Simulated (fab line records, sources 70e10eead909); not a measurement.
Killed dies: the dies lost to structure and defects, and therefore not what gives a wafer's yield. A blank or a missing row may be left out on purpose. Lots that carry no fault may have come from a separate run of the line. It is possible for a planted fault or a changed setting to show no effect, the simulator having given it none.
Chamber matching + flow nand_harc + pecvd-01 running NHARC_P_M0_DEP_32: 3 sister chambers
The step deposits SiCN, target thk 30 nm. 3 wafers are shown with their chamber, then 7 later ones without.

WAFERS WITH THEIR CHAMBER
| wafer  | chamber | heater_power_w (W) |
|--------|---------|--------------------|
| L081.5 | 1       | 683                |
| L087.1 | 2       | 564                |
| L087.5 | 0       | 516                |

WAFERS WHOSE CHAMBER IS MISSING
| wafer  | heater_power_w (W) |
|--------|--------------------|
| L087.6 | 568                |
| L089.1 | 535                |
| L089.2 | 580                |
| L089.6 | 541                |
| L088.1 | 605                |
| L088.5 | 601                |
| L088.6 | 605                |

EACH ONE'S CHAMBER
| wafer  | from the rows above          | in truth |
|--------|------------------------------|----------|
| L087.6 | can't be placed: 2 or 0      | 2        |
| L089.1 | can't be placed: 0 or 2      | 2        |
| L089.2 | can't be placed: 2 or 0      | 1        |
| L089.6 | can't be placed: 2 or 0      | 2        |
| L088.1 | can't be placed: 2 or 1 or 0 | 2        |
| L088.5 | can't be placed: 2 or 1 or 0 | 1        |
| L088.6 | can't be placed: 2 or 1 or 0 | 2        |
Placed correctly: 0 of 7. Cannot be placed on the basis of these rows: 7; the candidates contain the true chamber in 6. Number placed wrongly: 0.
How it was worked out, from the rows above alone: a wafer's distance from a chamber is the root of the sum, over the readings, of the square of ((its reading less the chamber's mean) divided by the reading's scatter). If the next closest chamber is less than 2 further off than the closest, the wafer can't be placed; otherwise it belongs to the closest. Each chamber's mean is taken over the wafers shown for it. The scatter: with one shown wafer a chamber, the root of the mean of the squares of how far each hidden wafer lies from its nearest shown one.
